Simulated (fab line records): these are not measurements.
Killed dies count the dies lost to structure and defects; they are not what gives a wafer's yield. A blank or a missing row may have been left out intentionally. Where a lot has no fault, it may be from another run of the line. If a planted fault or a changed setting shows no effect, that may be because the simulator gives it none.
Which of the tools did it? | flow nand-harc | Sampling: 6 lots, 18 wafers, 5 of 1159 route steps

WHAT THE GAUGES SHOWED, per wafer
NHARC_END_SORT_01.
lot  | measured     | on        | killed-at-array
L957 | day 26 03:54 | prober-01 | 668 672 667
L960 | day 26 09:20 | prober-01 | 675 668 669

WHAT TOOL EACH LOT RAN ON (gives the tool, then ch and the chambers of the sampled wafers, and finally the start)
lot  | NHARC_A_STAIRCASE_STRIP_295                   | NHARC_A_STAIRCASE_DESCUM_312       | NHARC_A_STAIRCASE_HM_OPEN_463                 | NHARC_A_STAIRCASE_DEP_151
L945 | rie-diel-13 ch 1,2, day 12 11:49 or earlier   | rie-diel-13 ch 0,1,3, day 12 11:49 | rie-diel-13 ch 0,2,3, day 13 04:33 or earlier | pecvd-01 ch 0,1, day 13 04:33
L950 | rie-diel-11 ch 1,2,3, day 14 03:54 or earlier | rie-diel-13 ch 1,2,3, day 14 03:54 | rie-diel-13 ch 1,2,3, day 15 02:29 or earlier | pecvd-03 ch 0,1, day 15 02:29
L953 | rie-diel-09 ch 0,1, day 14 07:31 or earlier   | rie-diel-13 ch 1,2,3, day 14 07:31 | rie-diel-13 ch 2,3, day 14 20:09 or earlier   | pecvd-01 ch 0,1,2, day 14 20:09
L957 | rie-diel-13 ch 2,3, day 15 10:39 or earlier   | rie-diel-13 ch 0,1, day 15 10:39   | rie-diel-13 ch 0,1, day 16 03:49 or earlier   | pecvd-02 ch 0,1,2, day 16 03:49
L960 | rie-diel-09 ch 2,3, day 15 17:37 or earlier   | rie-diel-13 ch 0,1, day 15 17:37   | rie-diel-13 ch 0,1,3, day 16 08:45 or earlier | pecvd-03 ch 0,1, day 16 08:45
L967 | rie-diel-13 ch 0,1,3, day 17 12:41 or earlier | rie-diel-13 ch 0,1,3, day 17 12:41 | rie-diel-13 ch 0,1,3, day 19 11:49 or earlier | pecvd-03 ch 0,2, day 19 11:49
- NHARC_A_STAIRCASE_STRIP_295: strips in O2.
- NHARC_A_STAIRCASE_DESCUM_312: chemistry O2, time 3 s.
- NHARC_A_STAIRCASE_HM_OPEN_463: chemistry O2/COS.
- NHARC_A_STAIRCASE_DEP_151: deposits SiO2, target thk 3800 nm.

THE ANSWER, worked out from the rows above alone
Rule: the lots themselves supply what counts as usual. Put in order of their means at a reading, lots are off if they are a third of the lots or fewer, leave a main group of 4 or more, and stand apart from it by a gap of 3 or more times the standard deviation of the main group's means; of several such gaps the widest counts. A main group whose means are all the same, to the digits that the tables above print for the reading, isn't used. Also off: a lot with no number at a reading for which 4 or more lots have one. The other lots that the step has rows for count as sound.
None of the lots is off at any reading shown; this tells nothing.

WHAT WAS PUT IN BY THE SIMULATOR
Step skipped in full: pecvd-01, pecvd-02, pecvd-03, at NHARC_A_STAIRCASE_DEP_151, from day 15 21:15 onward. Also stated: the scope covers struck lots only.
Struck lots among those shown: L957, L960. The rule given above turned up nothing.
